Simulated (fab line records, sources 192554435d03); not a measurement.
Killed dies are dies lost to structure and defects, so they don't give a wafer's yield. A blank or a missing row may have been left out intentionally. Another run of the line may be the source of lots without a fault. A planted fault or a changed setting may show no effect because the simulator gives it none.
fab line records ; flow n5Finfet ; part 1 of 2: steps 1 to 4 of 6
record: lots: 24; wafers: 72; lastDay: 20
route steps=1938 shown MOL_CONTACT_COAG@578 BEOL_M0_SAQP@639
lots untouched by any fault: they come from a run of this same line in which no faults occurred
startH: the number of hours between the record's first day and the start of the first shown wafer of the lot ; waitH: how many hours have passed since the lot's step before this one ; " same as the row above ; L1.1+2: a row that stands for several wafers ; - no value, or no start was given ; * or withheld: withheld ; < > ~ a bound
route shown NAME@n: names a module that has steps shown in the file, with the first one's number in the route ; usual: mean/standard deviation taken from wafers without a fault ; same: alike in all rows ; chamber/n: place in a boat ; sites: each site's reading ; _std_site: standard deviation of those values ; _edge_site: mean of outer sites minus mean of inner sites ; radiusMm: for every site, how far away it sits from the centre of the wafer ; mask NAME#n: copy n ; behind: tool/chamber where the wafer was last shaped ; hold: why the lot was held/for how many hours/how that ended ; device: whichever transistor did not switch (one of n, p or np) ; end of line: tests run on the same wafers once the route is complete ; step lacking rows: just its recipe ; killed: not the wafer's yield, but the dies lost to structure and defects at the first sort ; map: a wafer's dies, marking killed ones x, the rest . and places with no die _
set.NAME: the setting that was run; set.NAME@STEP: the one run at that earlier step ; model.NAME: the simulator's own value behind a step, which no gauge read
one table for each step of the route and one row for each wafer, over a sample of lots
services: the hour from which a tool's chamber was out of use, counted from the record's first day as startH (under 0 if before that day), plus the number of hours and why
== steps ==
step: N5_MOL_CONTACT_COAG_ETCH_90
recipe: chemistry: CF4; target: SiARC; targetDepthA: 130; maskMaterial: CAR-EUV; timeS: 21.7; ionEnergyEv: 80; pressureMtorr: 40; sourceW: 545; biasW: 36; Ar_flow_sccm: 100; cf4FlowSccm: 100; ends: cleared
usual: drypumpMotorCurrentA: 5.6/0.43; etchRfOnTimeS: 21.7/0.44; oesProductAu: 0.65/0.062; rfVppV: 184.1/1.2; showerheadPlenumPTorr: 2.14/0.076; throttleValvePct: 15.61/0.19
lot.wafer;tool;chamber;startH;waitH;drypumpMotorCurrentA;etchRfOnTimeS;oesProductAu;rfHoursCounterH;rfVppV;showerheadPlenumPTorr;throttleValvePct
L074.4;rieDiel-02;0;97.78;0.0;5.3;21.4;0.66;157;183.7;2.16;15.53
L074.5;rieDiel-02;1;97.78;0.0;5.7;21.5;0.69;-;182.4;2.08;15.43
L074.6;rieDiel-02;2;97.78;0.0;5.9;22.0;0.60;-;183.1;2.04;15.90
L075.2;rieDiel-04;0;105.45;0.0;5.7;22.1;0.57;249;181.8;2.02;15.71
L075.4;rieDiel-04;3;105.45;0.0;5.8;21.4;0.67;125;184.1;2.16;15.47
L075.6;rieDiel-04;2;105.45;0.0;5.7;21.8;0.75;-;183.8;2.11;15.38
L076.1;rieDiel-02;3;112.01;0.0;5.6;21.9;0.60;212;185.6;2.22;15.55
L076.2;rieDiel-02;0;112.01;0.0;5.3;21.5;0.65;162;184.1;2.15;15.53
L076.5;rieDiel-02;3;112.01;0.0;5.7;22.1;0.60;-;184.6;2.22;15.57
L077.1;rieDiel-02;0;114.92;0.0;5.3;21.3;0.65;163;184.0;2.15;15.54
L077.3;rieDiel-02;3;114.92;0.0;5.7;22.0;0.60;213;184.6;2.22;15.57
L077.5;rieDiel-02;0;114.92;0.0;5.3;21.4;0.64;-;182.7;2.15;15.53
L078.2;rieDiel-04;2;120.03;0.0;5.8;21.8;0.75;41;183.0;2.11;15.42
L078.4;rieDiel-04;2;120.03;0.0;5.8;21.8;0.75;-;184.2;2.11;15.40
L078.5;rieDiel-04;1;120.03;0.0;6.4;22.3;0.61;-;184.0;2.20;15.80
L079.1;rieDiel-02;1;128.55;0.0;5.7;21.4;0.69;115;182.7;2.08;15.47
L079.2;rieDiel-02;3;128.55;0.0;5.6;22.1;0.60;217;184.3;2.22;15.55
L079.6;rieDiel-02;3;128.55;0.0;5.6;21.9;0.60;-;184.8;2.22;15.56
L080.1;rieDiel-04;1;138.15;0.0;6.4;22.1;0.61;219;184.3;2.19;15.82
L080.3;rieDiel-04;2;138.15;0.0;5.8;21.8;0.74;50;184.6;2.10;15.42
L080.6;rieDiel-04;2;138.15;0.0;5.8;21.6;0.74;-;184.2;2.10;15.43
L081.3;rieDiel-04;2;141.02;0.0;5.8;21.9;0.73;51;183.2;2.10;15.42
L081.4;rieDiel-04;3;141.02;0.0;5.8;21.3;0.65;-;184.6;2.15;15.50
L081.5;rieDiel-04;1;141.02;0.0;6.4;22.1;0.61;-;184.4;2.19;15.81
L082.2;rieDiel-02;2;147.29;0.0;5.9;21.8;0.61;211;183.5;2.04;15.91
L082.3;rieDiel-02;1;147.29;0.0;5.7;21.3;0.68;122;182.8;2.07;15.48
L082.5;rieDiel-02;0;147.29;0.0;5.3;21.3;0.64;-;184.9;2.15;15.56
L083.1;rieDiel-01;3;153.99;0.0;4.9;21.3;0.76;46;186.1;2.26;15.30
L083.5;rieDiel-01;2;153.99;0.0;6.4;21.4;0.75;-;184.6;2.27;15.41
L083.6;rieDiel-01;1;153.99;0.0;5.3;21.6;0.61;-;183.3;2.11;15.89
L084.1;rieDiel-01;2;157.01;0.0;6.4;21.2;0.76;39;185.1;2.27;15.41
L084.3;rieDiel-01;3;157.01;0.0;4.9;21.4;0.74;47;186.2;2.26;15.30
L084.6;rieDiel-01;0;157.01;0.0;4.9;22.5;0.62;-;183.7;2.13;15.66
L085.1;rieDiel-02;0;163.55;0.0;5.3;21.0;0.64;180;183.4;2.15;15.59
L085.2;rieDiel-02;1;163.55;0.0;5.7;21.2;0.68;128;182.4;2.07;15.49
L085.6;rieDiel-02;3;163.55;0.0;5.6;21.8;0.60;-;186.0;2.22;15.59
L086.3;rieDiel-02;0;171.23;0.0;5.3;21.2;0.63;182;183.0;2.15;15.55
L086.4;rieDiel-02;1;171.23;0.0;5.7;21.4;0.67;129;182.3;2.07;15.50
L086.5;rieDiel-02;2;171.23;0.0;5.9;22.4;0.58;-;182.1;2.03;15.92
L087.3;rieDiel-02;0;185.95;0.0;5.3;21.2;0.63;187;184.6;2.15;15.58
L087.5;rieDiel-02;3;185.95;0.0;5.7;21.9;0.59;-;185.1;2.21;15.60
L087.6;rieDiel-02;2;185.95;0.0;5.9;22.1;0.59;-;184.1;2.03;15.94
L088.1;rieDiel-01;2;186.14;0.0;6.4;21.6;0.75;49;185.7;2.27;15.44
L088.2;rieDiel-01;0;186.14;0.0;4.9;22.6;0.60;195;183.4;2.13;15.69
L088.5;rieDiel-01;0;186.14;0.0;4.9;22.6;0.61;-;184.2;2.13;15.69
L089.1;rieDiel-02;0;187.68;0.0;5.3;21.2;0.64;187;184.2;2.15;15.59
L089.3;rieDiel-02;2;187.68;0.0;5.9;22.0;0.59;225;181.8;2.03;15.94
L089.4;rieDiel-02;1;187.68;0.0;5.7;21.2;0.67;135;182.7;2.07;15.50
L090.2;rieDiel-02;3;194.66;0.0;5.7;21.9;0.58;238;184.8;2.21;15.60
L090.3;rieDiel-02;0;194.66;0.0;5.3;21.5;0.63;189;183.0;2.15;15.61
L090.4;rieDiel-02;2;194.66;0.0;5.9;22.2;0.58;228;182.0;2.03;15.95
L091.3;rieDiel-02;3;197.73;0.0;5.7;21.9;0.59;239;185.2;2.21;15.60
L091.5;rieDiel-02;1;197.73;0.0;5.7;21.3;0.67;-;183.8;2.07;15.51
L091.6;rieDiel-02;2;197.73;0.0;5.9;21.9;0.59;-;183.4;2.03;15.94
L092.2;rieDiel-01;3;207.05;0.0;4.9;21.5;0.72;67;186.1;2.25;15.34
L092.5;rieDiel-01;2;207.05;0.0;6.4;21.6;0.73;-;187.3;2.27;15.46
L092.6;rieDiel-01;0;207.05;0.0;4.9;23.0;0.59;-;183.1;2.12;15.72
L093.1;rieDiel-01;3;210.13;0.0;4.9;21.3;0.72;68;182.9;2.25;15.33
L093.4;rieDiel-01;2;210.13;0.0;6.4;21.5;0.73;-;186.1;2.27;15.47
L093.5;rieDiel-01;0;210.13;0.0;4.9;22.6;0.60;-;185.0;2.12;15.70
L094.1;rieDiel-01;0;215.05;0.0;4.9;22.6;0.60;209;183.9;2.12;15.71
L094.5;rieDiel-01;1;215.05;0.0;5.3;21.3;0.83;-;183.0;2.11;15.40
L094.6;rieDiel-01;0;215.05;0.0;4.9;22.8;0.60;-;184.2;2.12;15.72
L095.2;rieDiel-02;2;225.11;0.0;5.9;22.2;0.57;241;183.8;2.03;15.96
L095.3;rieDiel-02;0;225.11;0.0;5.3;21.3;0.62;202;183.7;2.14;15.62
L095.5;rieDiel-02;0;225.11;0.0;5.3;21.1;0.63;-;184.6;2.14;15.62
L096.1;rieDiel-01;0;236.45;0.0;4.9;22.4;0.60;212;184.1;2.12;15.71
L096.3;rieDiel-01;2;236.45;0.0;6.4;21.6;0.72;65;184.1;2.26;15.49
L096.5;rieDiel-01;2;236.45;0.0;6.4;21.6;0.72;-;187.1;2.26;15.47
L097.1;rieDiel-02;0;236.74;0.0;5.3;21.1;0.62;208;183.7;2.14;15.63
L097.2;rieDiel-02;2;236.74;0.0;5.9;22.4;0.57;248;183.5;2.02;15.98
L097.3;rieDiel-02;1;236.74;0.0;5.7;21.6;0.66;156;183.3;2.06;15.55
step: N5_MOL_CONTACT_COAG_CD_MEAS_40
recipe: targetCdNm: 25.1; landingEnergyEv: 500; detector: seInlens; polarity: opening
usual: cdNm: 25.14/0.26
lot.wafer;tool;chamber;startH;waitH;cdNm
L074.4;cdSem-02;0;98.94;-;25.03
L074.5;cdSem-02;0;98.94;-;25.49
L074.6;cdSem-02;0;98.94;-;25.30
L075.2;cdSem-01;0;106.53;-;25.24
L075.4;cdSem-01;0;106.53;-;25.00
L075.6;cdSem-01;0;106.53;-;25.21
L076.1;cdSem-03;0;113.32;-;25.41
L076.2;cdSem-03;0;113.32;-;25.58
L076.5;cdSem-03;0;113.32;-;25.00
L077.1;cdSem-03;0;116.13;-;25.31
L077.3;cdSem-03;0;116.13;-;25.35
L077.5;cdSem-03;0;116.13;-;25.14
L078.2;cdSem-01;0;121.23;-;24.70
L078.4;cdSem-01;0;121.23;-;24.57
L078.5;cdSem-01;0;121.23;-;25.33
L079.1;cdSem-02;0;129.74;-;25.22
L079.2;cdSem-02;0;129.74;-;25.49
L079.6;cdSem-02;0;129.74;-;25.09
L080.1;cdSem-03;0;139.37;-;24.97
L080.3;cdSem-03;0;139.37;-;24.75
L080.6;cdSem-03;0;139.37;-;25.26
L081.3;cdSem-02;0;142.10;-;25.44
L081.4;cdSem-02;0;142.10;-;25.31
L081.5;cdSem-02;0;142.10;-;24.68
L082.2;cdSem-03;0;148.36;-;25.67
L082.3;cdSem-03;0;148.36;-;25.35
L082.5;cdSem-03;0;148.36;-;25.44
L083.1;cdSem-03;0;155.28;-;24.79
L083.5;cdSem-03;0;155.28;-;25.11
L083.6;cdSem-03;0;155.28;-;24.96
L084.1;cdSem-01;0;158.21;-;25.07
L084.3;cdSem-01;0;158.21;-;25.21
L084.6;cdSem-01;0;158.21;-;25.19
L085.1;cdSem-03;0;164.66;-;25.12
L085.2;cdSem-03;0;164.66;-;25.01
L085.6;cdSem-03;0;164.66;-;24.76
L086.3;cdSem-01;0;172.31;-;25.29
L086.4;cdSem-01;0;172.31;-;24.64
L086.5;cdSem-01;0;172.31;-;25.25
L087.3;cdSem-03;0;187.13;-;25.32
L087.5;cdSem-03;0;187.13;-;25.01
L087.6;cdSem-03;0;187.13;-;25.01
L088.1;cdSem-02;0;187.40;-;25.46
L088.2;cdSem-02;0;187.40;-;25.44
L088.5;cdSem-02;0;187.40;-;25.38
L089.1;cdSem-03;0;189.49;-;25.45
L089.3;cdSem-03;0;189.49;-;25.64
L089.4;cdSem-03;0;189.49;-;25.40
L090.2;cdSem-01;0;195.80;-;24.67
L090.3;cdSem-01;0;195.80;-;24.84
L090.4;cdSem-01;0;195.80;-;25.47
L091.3;cdSem-01;0;198.96;-;24.95
L091.5;cdSem-01;0;198.96;-;25.18
L091.6;cdSem-01;0;198.96;-;24.68
L092.2;cdSem-01;0;208.45;-;25.20
L092.5;cdSem-01;0;208.45;-;25.67
L092.6;cdSem-01;0;208.45;-;25.54
L093.1;cdSem-03;0;211.47;-;25.48
L093.4;cdSem-03;0;211.47;-;24.59
L093.5;cdSem-03;0;211.47;-;25.20
L094.1;cdSem-01;0;216.13;-;25.00
L094.5;cdSem-01;0;216.13;-;25.01
L094.6;cdSem-01;0;216.13;-;25.37
L095.2;cdSem-02;0;226.39;-;25.01
L095.3;cdSem-02;0;226.39;-;24.82
L095.5;cdSem-02;0;226.39;-;25.36
L096.1;cdSem-01;0;237.65;-;25.04
L096.3;cdSem-01;0;237.65;-;24.98
L096.5;cdSem-01;0;237.65;-;25.27
L097.1;cdSem-01;0;237.86;-;24.77
L097.2;cdSem-01;0;237.86;-;25.15
L097.3;cdSem-01;0;237.86;-;24.93
step: N5_BEOL_M0_SAQP_THK_MEAS_05
usual: thkNm: 60.2/0.86
lot.wafer;tool;chamber;startH;waitH;thkNm
L074.4;filmMetro-02;-;108.65;0.0;59.6
L074.5;filmMetro-02;-;108.65;0.0;61.7
L074.6;filmMetro-02;-;108.65;0.0;60.7
L075.2;filmMetro-02;-;113.56;0.1;60.4
L075.4;filmMetro-02;-;113.56;0.1;61.6
L075.6;filmMetro-02;-;113.56;0.1;60.8
L076.1;filmMetro-02;-;119.35;0.1;59.9
L076.2;filmMetro-02;-;119.35;0.1;59.8
L076.5;filmMetro-02;-;119.35;0.1;61.1
L077.1;filmMetro-01;-;122.65;0.1;59.9
L077.3;filmMetro-01;-;122.65;0.1;59.5
L077.5;filmMetro-01;-;122.65;0.1;60.3
L078.2;filmMetro-01;-;128.52;0.1;59.1
L078.4;filmMetro-01;-;128.52;0.1;60.9
L078.5;filmMetro-01;-;128.52;0.1;60.6
L079.1;filmMetro-01;-;137.01;0.1;61.6
L079.2;filmMetro-01;-;137.01;0.1;59.8
L079.6;filmMetro-01;-;137.01;0.1;62.2
L080.1;filmMetro-01;-;145.53;0.1;60.0
L080.3;filmMetro-01;-;145.53;0.1;59.9
L080.6;filmMetro-01;-;145.53;0.1;60.9
L081.3;filmMetro-02;-;149.95;0.1;59.1
L081.4;filmMetro-02;-;149.95;0.1;61.7
L081.5;filmMetro-02;-;149.95;0.1;59.8
L082.2;filmMetro-01;-;153.95;0.1;59.4
L082.3;filmMetro-01;-;153.95;0.1;61.3
L082.5;filmMetro-01;-;153.95;0.1;61.1
L083.1;filmMetro-02;-;163.68;0.1;60.0
L083.5;filmMetro-02;-;163.68;0.1;59.4
L083.6;filmMetro-02;-;163.68;0.1;60.3
L084.1;filmMetro-02;-;165.03;0.1;58.8
L084.3;filmMetro-02;-;165.03;0.1;58.7
L084.6;filmMetro-02;-;165.03;0.1;60.0
L085.1;filmMetro-01;-;172.83;0.1;58.3
L085.2;filmMetro-01;-;172.83;0.1;59.2
L085.6;filmMetro-01;-;172.83;0.1;59.3
L086.3;filmMetro-02;-;180.19;0.1;58.5
L086.4;filmMetro-02;-;180.19;0.1;59.2
L086.5;filmMetro-02;-;180.19;0.1;59.1
L087.3;filmMetro-01;-;194.71;0.1;58.8
L087.5;filmMetro-01;-;194.71;0.1;60.4
L087.6;filmMetro-01;-;194.71;0.1;59.2
L088.1;filmMetro-01;-;196.46;0.1;60.5
L088.2;filmMetro-01;-;196.46;0.1;60.9
L088.5;filmMetro-01;-;196.46;0.1;61.1
L089.1;filmMetro-02;-;196.81;0.1;60.1
L089.3;filmMetro-02;-;196.81;0.1;60.4
L089.4;filmMetro-02;-;196.81;0.1;60.8
L090.2;filmMetro-02;-;202.72;0.1;58.3
L090.3;filmMetro-02;-;202.72;0.1;58.5
L090.4;filmMetro-02;-;202.72;0.1;60.9
L091.3;filmMetro-01;-;205.50;0.1;60.6
L091.5;filmMetro-01;-;205.50;0.1;61.8
L091.6;filmMetro-01;-;205.50;0.1;61.4
L092.2;filmMetro-01;-;214.82;0.1;60.3
L092.5;filmMetro-01;-;214.82;0.1;60.7
L092.6;filmMetro-01;-;214.82;0.1;60.7
L093.1;filmMetro-02;-;218.77;0.1;59.2
L093.4;filmMetro-02;-;218.77;0.1;59.4
L093.5;filmMetro-02;-;218.77;0.1;59.7
L094.1;filmMetro-01;-;222.64;0.1;59.4
L094.5;filmMetro-01;-;222.64;0.1;60.6
L094.6;filmMetro-01;-;222.64;0.1;59.6
L095.2;filmMetro-01;-;234.00;0.1;59.1
L095.3;filmMetro-01;-;234.00;0.1;60.0
L095.5;filmMetro-01;-;234.00;0.1;60.2
L096.1;filmMetro-01;-;244.09;0.1;59.4
L096.3;filmMetro-01;-;244.09;0.1;60.5
L096.5;filmMetro-01;-;244.09;0.1;60.3
L097.1;filmMetro-02;-;247.90;0.1;59.2
L097.2;filmMetro-02;-;247.90;0.1;60.1
L097.3;filmMetro-02;-;247.90;0.1;60.9
step: N5_BEOL_M0_SAQP_OVL_MEAS_15
recipe: pointsPerWafer: 44
usual: M0_CORE_OVL: 0.2/0.87
lot.wafer;tool;chamber;startH;waitH;M0_CORE_OVL[nm]
L074.4;overlay-02;0;109.03;0.0;0.2
L074.5;overlay-02;0;109.03;0.0;-1.2
L074.6;overlay-02;0;109.03;0.0;0.1
L075.2;overlay-01;0;113.95;0.0;-0.4
L075.4;overlay-01;0;113.95;0.0;-0.8
L075.6;overlay-01;0;113.95;0.0;0.1
L076.1;overlay-01;0;119.74;0.0;1.6
L076.2;overlay-01;0;119.74;0.0;0.0
L076.5;overlay-01;0;119.74;0.0;0.6
L077.1;overlay-02;0;123.17;0.0;1.4
L077.3;overlay-02;0;123.17;0.0;0.7
L077.5;overlay-02;0;123.17;0.0;1.3
L078.2;overlay-02;0;129.03;0.0;-0.9
L078.4;overlay-02;0;129.03;0.0;0.0
L078.5;overlay-02;0;129.03;0.0;0.1
L079.1;overlay-01;0;137.40;0.0;0.6
L079.2;overlay-01;0;137.40;0.0;-0.1
L079.6;overlay-01;0;137.40;0.0;0.6
L080.1;overlay-02;0;146.04;0.0;1.3
L080.3;overlay-02;0;146.04;0.0;1.4
L080.6;overlay-02;0;146.04;0.0;1.2
L081.3;overlay-01;0;150.46;0.0;1.1
L081.4;overlay-01;0;150.46;0.0;0.8
L081.5;overlay-01;0;150.46;0.0;0.9
L082.2;overlay-02;0;154.34;0.0;0.1
L082.3;overlay-02;0;154.34;0.0;-0.7
L082.5;overlay-02;0;154.34;0.0;1.0
L083.1;overlay-02;0;164.19;0.0;0.2
L083.5;overlay-02;0;164.19;0.0;-0.3
L083.6;overlay-02;0;164.19;0.0;-1.5
L084.1;overlay-02;0;165.42;0.0;-1.1
L084.3;overlay-02;0;165.42;0.0;-0.9
L084.6;overlay-02;0;165.42;0.0;-0.4
L085.1;overlay-01;0;173.22;0.0;-0.1
L085.2;overlay-01;0;173.22;0.0;0.3
L085.6;overlay-01;0;173.22;0.0;0.3
L086.3;overlay-01;0;180.60;0.0;-0.9
L086.4;overlay-01;0;180.60;0.0;-1.0
L086.5;overlay-01;0;180.60;0.0;-1.8
L087.3;overlay-02;0;195.22;0.0;1.2
L087.5;overlay-02;0;195.22;0.0;1.7
L087.6;overlay-02;0;195.22;0.0;1.2
L088.1;overlay-01;0;196.85;0.0;0.6
L088.2;overlay-01;0;196.85;0.0;-0.3
L088.5;overlay-01;0;196.85;0.0;0.1
L089.1;overlay-02;0;197.20;0.0;1.3
L089.3;overlay-02;0;197.20;0.0;1.2
L089.4;overlay-02;0;197.20;0.0;1.3
L090.2;overlay-02;0;203.23;0.0;1.2
L090.3;overlay-02;0;203.23;0.0;0.1
L090.4;overlay-02;0;203.23;0.0;1.1
L091.3;overlay-01;0;206.02;0.0;1.0
L091.5;overlay-01;0;206.02;0.0;0.4
L091.6;overlay-01;0;206.02;0.0;0.0
L092.2;overlay-01;0;215.36;0.0;-0.9
L092.5;overlay-01;0;215.36;0.0;0.5
L092.6;overlay-01;0;215.36;0.0;1.3
L093.1;overlay-01;0;219.29;0.0;-0.9
L093.4;overlay-01;0;219.29;0.0;-0.7
L093.5;overlay-01;0;219.29;0.0;0.1
L094.1;overlay-02;0;223.17;0.0;1.1
L094.5;overlay-02;0;223.17;0.0;0.0
L094.6;overlay-02;0;223.17;0.0;1.4
L095.2;overlay-01;0;234.39;0.0;-1.3
L095.3;overlay-01;0;234.39;0.0;-0.8
L095.5;overlay-01;0;234.39;0.0;-1.7
L096.1;overlay-01;0;244.63;0.0;0.8
L096.3;overlay-01;0;244.63;0.0;-0.6
L096.5;overlay-01;0;244.63;0.0;-0.2
L097.1;overlay-02;0;248.41;0.0;1.0
L097.2;overlay-02;0;248.41;0.0;-0.1
L097.3;overlay-02;0;248.41;0.0;1.3
